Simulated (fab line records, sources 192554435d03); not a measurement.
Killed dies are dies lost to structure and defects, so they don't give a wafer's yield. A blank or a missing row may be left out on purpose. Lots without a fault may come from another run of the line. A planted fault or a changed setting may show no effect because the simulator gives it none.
fab line records | flow n5_finfet
record lots=14 wafers=42 last_day=17
route steps=1938 shown MIM_BOT@1832 MIM_TOP_LITHO@1849 MIM_BOT_LITHO@1865 PASSIVATION@1903
lots that met no fault: from a run of the same line without faults
start_h: hours from the record's first day to the start of the lot's first wafer shown | wait_h: hours since the lot's step before | " the same as in the row above | L1.1+2: a row that stands for several wafers | - no value, or no start given | * or withheld: withheld | < > ~ a bound
route shown NAME@n: a module of which the file shows steps, and the number in the route of the first | usual: mean/standard deviation of fault-free wafers | same: alike in all rows | chamber/n: place in a boat | sites: the reading at each site | _std_site: their standard deviation | _edge_site: outer sites' mean less inner sites' | radius_mm: how far each site lies from the wafer's centre | mask NAME#n: copy n | behind: the tool/chamber that last shaped the wafer | hold: why the lot was held/for how many hours/how that ended | device: the transistor (n, p or np) that didn't switch | end of line: the same wafers' tests at the end of the route | a step without rows: its recipe alone | killed: dies lost to structure and defects at the first sort, not the wafer's yield | map: a wafer's dies, x killed, . not, _ none there
set.NAME: the setting as run; set.NAME@STEP: as run at that earlier step | model.NAME: the simulator's own value behind a step, which no gauge read
steps of the route over a sample of lots; a table a step, a row a wafer
services: from which hour (start_h, from the record's first day; less than 0 if before it) a tool's chamber was out of use, for how many hours, and why
## steps
# step N5_MIM_BOT_DEGAS_01
# recipe ambient=vacuum temp_c=300 time_s=60
# usual heater_power_w=461/37
# columns lot.wafer tool chamber start_h wait_h heater_power_w
L233.1 pvd_sputter-02 - 252.06 2.4 424
L233.2 " - " " 497
L233.5 " - " " 428
L235.1 pvd_sputter-01 - 260.27 5.1 448
L235.2 " - " " 483
L235.4 " - " " 465
L236.2 pvd_sputter-02 - 271.75 1.4 491
L236.3 " - " " 416
L236.5 " - " " 482
L238.1 pvd_sputter-01 - 296.06 0.6 507
L238.4 " - " " 449
L238.6 " - " " 449
L239.4 pvd_sputter-03 - 298.77 2.3 487
L239.5 " - " " 434
L239.6 " - " " 495
L240.3 pvd_sputter-01 - 302.75 1.1 428
L240.4 " - " " 497
L240.5 " - " " 459
L244.1 pvd_sputter-02 - 332.91 1.5 441
L244.5 " - " " 426
L244.6 " - " " 486
L246.1 pvd_sputter-03 - 336.99 0.6 428
L246.5 " - " " 425
L246.6 " - " " 489
L245.1 pvd_sputter-03 - 351.61 3.2 525
L245.2 " - " " 477
L245.4 " - " " 429
L247.1 pvd_sputter-02 - 356.08 0.6 432
L247.4 " - " " 422
L247.5 " - " " 418
L252.1 pvd_sputter-02 - 386.39 0.9 445
L252.4 " - " " 430
L252.6 " - " " 432
L253.1 pvd_sputter-01 - 392.75 0.5 447
L253.2 " - " " 438
L253.6 " - " " 432
L256.1 pvd_sputter-03 - 393.64 1.1 534
L256.2 " - " " 491
L256.3 " - " " 427
L255.1 pvd_sputter-03 - 401.56 1.3 430
L255.4 " - " " 492
L255.6 " - " " 525
# step N5_MIM_TOP_LITHO_INSPECT_12
# recipe mode=adi inspect_instrument=macro
# usual raw_defect_count=2.0/1.4
# columns lot.wafer tool chamber start_h wait_h raw_defect_count
L233.1 defect_inspect-02 - 253.67 0.0 1
L233.2 " - " " 0
L233.5 " - " " 2
L235.1 defect_inspect-02 - 261.56 0.0 2
L235.2 " - " " 2
L235.4 " - " " 2
L236.2 defect_inspect-02 - 275.16 0.0 1
L236.3 " - " " 3
L236.5 " - " " 3
L238.1 defect_inspect-01 - 299.46 0.0 2
L238.4 " - " " 0
L238.6 " - " " 2
L239.4 defect_inspect-02 - 299.98 0.0 1
L239.5 " - " " 1
L239.6 " - " " 4
L240.3 defect_inspect-02 - 304.30 0.0 2
L240.4 " - " " 3
L240.5 " - " " 1
L244.1 defect_inspect-01 - 334.94 0.0 0
L244.5 " - " " 2
L244.6 " - " " 4
L246.1 defect_inspect-01 - 338.09 0.0 1
L246.5 " - " " 2
L246.6 " - " " 0
L245.1 defect_inspect-01 - 353.37 0.0 4
L245.2 " - " " 3
L245.4 " - " " 2
L247.1 defect_inspect-02 - 357.43 0.0 1
L247.4 " - " " 1
L247.5 " - " " 3
L252.1 defect_inspect-02 - 389.99 0.0 2
L252.4 " - " " 3
L252.6 " - " " 3
L253.1 defect_inspect-02 - 396.38 0.0 4
L253.2 " - " " 2
L253.6 " - " " 0
L256.1 defect_inspect-01 - 396.78 0.0 0
L256.2 " - " " 2
L256.3 " - " " 4
L255.1 defect_inspect-02 - 403.29 0.0 0
L255.4 " - " " 2
L255.6 " - " " 2
# step N5_MIM_BOT_LITHO_DESCUM_10
# recipe chemistry=O2 time_s=7.9 source_power_w=50 bias_power_w=20 pressure_mtorr=20 rf_frequency_hz=2.712e+07 temp_c=40 o2_flow_sccm=225
# usual drypump_motor_current_A=6.0/0.46 oes_product_au=0.84/0.095 rf_vpp_V=243.1/1.5 showerhead_plenum_p_Torr=2.09/0.08 throttle_valve_pct=20.22/0.21
# columns lot.wafer tool chamber start_h wait_h drypump_motor_current_A oes_product_au rf_hours_counter_h rf_vpp_V showerhead_plenum_p_Torr throttle_valve_pct
L233.1 rie_diel-05 3 254.62 0.0 6.1 0.69 257 242.9 2.12 20.12
L233.2 " 1 " " 5.0 0.69 222 243.6 2.06 20.19
L233.5 " 1 " " 5.0 0.69 - 243.1 2.06 20.20
L235.1 rie_diel-03 0 262.51 0.0 5.3 0.69 220 242.3 2.08 20.55
L235.2 " 1 " " 6.6 0.83 86 242.5 2.02 20.08
L235.4 " 1 " " 6.5 0.82 - 240.5 2.02 20.08
L236.2 rie_diel-05 2 276.45 0.1 6.0 0.95 21 245.6 2.23 20.30
L236.3 " 0 " " 5.9 0.96 4 246.9 2.24 20.00
L236.5 " 1 " " 5.0 0.70 - 242.2 2.06 20.23
L238.1 rie_diel-04 0 300.31 0.0 6.6 0.66 251 246.0 2.16 20.35
L238.4 " 0 " " 6.6 0.67 - 244.5 2.16 20.34
L238.6 " 3 " " 6.1 0.75 - 242.2 2.00 20.23
L239.4 rie_diel-03 0 300.94 0.0 5.4 0.69 233 242.0 2.07 20.56
L239.5 " 1 " " 6.6 0.81 - 243.3 2.02 20.09
L239.6 " 0 " " 5.4 0.69 - 243.3 2.07 20.57
L240.3 rie_diel-04 2 305.24 0.0 6.4 0.96 7 242.0 2.03 20.22
L240.4 " 3 " " 6.1 0.76 - 240.7 2.00 20.22
L240.5 " 0 " " 6.6 0.67 - 244.9 2.16 20.32
L244.1 rie_diel-04 2 335.71 0.0 6.4 0.92 21 243.0 2.03 20.23
L244.5 " 3 " " 6.1 0.74 - 240.8 1.99 20.24
L244.6 " 2 " " 6.4 0.93 - 242.5 2.03 20.25
L246.1 rie_diel-03 2 338.99 0.0 6.0 0.92 26 244.6 2.13 20.70
L246.5 " 1 " " 6.6 0.81 - 241.8 2.01 20.12
L246.6 " 2 " " 6.0 0.93 - 243.4 2.13 20.69
L245.1 rie_diel-04 0 354.25 0.0 6.6 0.94 9 245.0 2.16 20.05
L245.2 " 2 " " 6.3 0.90 28 241.1 2.02 20.27
L245.4 " 1 " " 6.1 0.89 32 242.2 2.15 20.05
L247.1 rie_diel-05 1 358.25 0.0 5.0 0.95 5 242.7 2.05 19.89
L247.4 " 3 " " 6.1 0.89 21 244.4 2.11 19.68
L247.5 " 0 " " 5.9 0.89 - 245.1 2.23 20.04
L252.1 rie_diel-05 2 391.40 0.0 5.9 0.86 66 244.7 2.21 20.39
L252.4 " 1 " " 5.0 0.91 16 243.3 2.04 19.92
L252.6 " 3 " " 6.1 0.87 - 245.5 2.11 19.70
L253.1 rie_diel-04 2 397.52 0.2 6.3 0.88 42 242.7 2.02 20.29
L253.2 " 1 " " 6.1 0.85 47 244.8 2.14 20.07
L253.6 " 3 " " 6.1 0.73 - 241.9 1.99 20.26
L256.1 rie_diel-04 1 397.73 0.1 6.1 0.86 47 242.5 2.14 20.08
L256.2 " 0 " " 6.6 0.91 22 243.1 2.15 20.06
L256.3 " 2 " " 6.4 0.88 42 241.8 2.02 20.27
L255.1 rie_diel-04 1 404.45 0.0 6.1 0.86 48 244.1 2.14 20.07
L255.4 " 3 " " 6.1 0.74 198 241.8 1.99 20.27
L255.6 " 0 " " 6.7 0.92 - 244.9 2.15 20.07
# step N5_PASSIVATION_DEVELOP_29
# recipe develop_time_s=60 rinse_liquid=diw dry=air_spin dev_temp_c=21
# usual chill_plate_temp_C=23.01/0.1 develop_time_s=60/0
# columns lot.wafer tool chamber start_h wait_h chill_plate_temp_C develop_time_s
L233.1 litho_track-04 0 261.83 - 23.09 60
L233.2 " 0 " " 22.84 60
L233.5 " 0 " " 23.23 60
L235.1 litho_track-01 0 265.39 - 23.01 60
L235.2 " 0 " " 23.14 60
L235.4 " 0 " " 23.06 60
L236.2 litho_track-04 0 279.71 - 23.11 60
L236.3 " 0 " " 23.21 60
L236.5 " 0 " " 23.10 60
L239.4 litho_track-03 0 303.81 - 22.91 60
L239.5 " 0 " " 22.96 60
L239.6 " 0 " " 22.93 60
L238.1 litho_track-04 0 304.18 - 23.10 60
L238.4 " 0 " " 23.11 60
L238.6 " 0 " " 23.00 60
L240.3 litho_track-03 0 308.19 - 22.99 60
L240.4 " 0 " " 23.01 60
L240.5 " 0 " " 23.03 60
L244.1 litho_track-03 - 338.37 - - -
L244.5 " - " " - -
L244.6 " - " " - -
L246.1 litho_track-01 - 342.44 - - -
L246.5 " - " " - -
L246.6 " - " " - -
L245.1 litho_track-04 0 357.13 - 23.18 60
L245.2 " 0 " " 22.98 60
L245.4 " 0 " " 23.08 60
L247.1 litho_track-03 0 364.22 - 22.89 60
L247.4 " 0 " " 22.90 60
L247.5 " 0 " " 22.89 60
L252.1 litho_track-04 0 398.01 - 23.08 60
L252.4 " 0 " " 22.94 60
L252.6 " 0 " " 23.04 60
L253.1 litho_track-01 0 404.50 - 22.95 60
L253.2 " 0 " " 23.03 60
L253.6 " 0 " " 22.89 60
L256.1 litho_track-04 0 404.70 - 22.94 60
L256.2 " 0 " " 23.03 60
L256.3 " 0 " " 22.92 60
L255.1 litho_track-01 0 408.59 - 22.93 60
L255.4 " 0 " " 22.95 60
L255.6 " 0 " " 22.86 60
## services
# columns tool chamber start_h hours kind
rie_diel-04 1 231.41 - clean
rie_diel-04 1 231.41 - consumable_replace:focus_ring
rie_diel-04 1 231.41 34.0 scheduled_down
rie_diel-04 1 231.41 34.0 vent_cycle
pvd_sputter-03 - 235.09 39.9 repair
rie_diel-03 1 242.80 8.4 repair
rie_diel-04 3 254.77 12.9 repair
rie_diel-04 2 268.27 - clean
rie_diel-04 2 268.27 - consumable_replace:focus_ring
rie_diel-04 2 268.27 18.8 scheduled_down
rie_diel-04 2 268.27 18.8 vent_cycle
rie_diel-05 3 274.99 - clean
rie_diel-05 3 274.99 - consumable_replace:focus_ring
rie_diel-05 3 274.99 26.2 scheduled_down
rie_diel-04 0 305.58 - clean
rie_diel-04 0 305.58 - consumable_replace:focus_ring
rie_diel-04 0 305.58 15.4 scheduled_down
rie_diel-04 0 305.58 15.4 vent_cycle
rie_diel-03 3 308.90 6.4 repair
rie_diel-04 3 323.50 7.8 repair
rie_diel-04 0 329.44 10.8 repair
rie_diel-03 0 331.16 12.6 repair
litho_track-04 - 355.11 - consumable_replace:filter
rie_diel-04 - 398.00 2.8 pm
## key
first_sign step=N5_PASSIVATION_DEVELOP_29 reading=tool_record direction=missing
effect none on later readings
met_at N5_PASSIVATION_DEVELOP_29
struck_lots L244,L246
later_rows_left_out L244.1,L244.5,L244.6,L246.1,L246.5,L246.6
sort_left_out L244.1,L244.5,L244.6,L246.1,L246.5,L246.6
not_acting_at N5_MIM_BOT_DEGAS_01,N5_MIM_TOP_LITHO_INSPECT_12,N5_MIM_BOT_LITHO_DESCUM_10
onset_between 308.19 338.37
fault kind=skipped_step_whole tool=litho_track-01,litho_track-03 chamber=- onset_h=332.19 steps=N5_PASSIVATION_DEVELOP_29 scope=struck_lots_only
# sort_left_out: the simulated sort isn't trusted on such a fault, so these wafers' sort isn't shown, and their yield isn't known
# later_rows_left_out: the simulator's readings of these wafers behind a module that went badly wrong aren't trusted and aren't shown, but for the sort
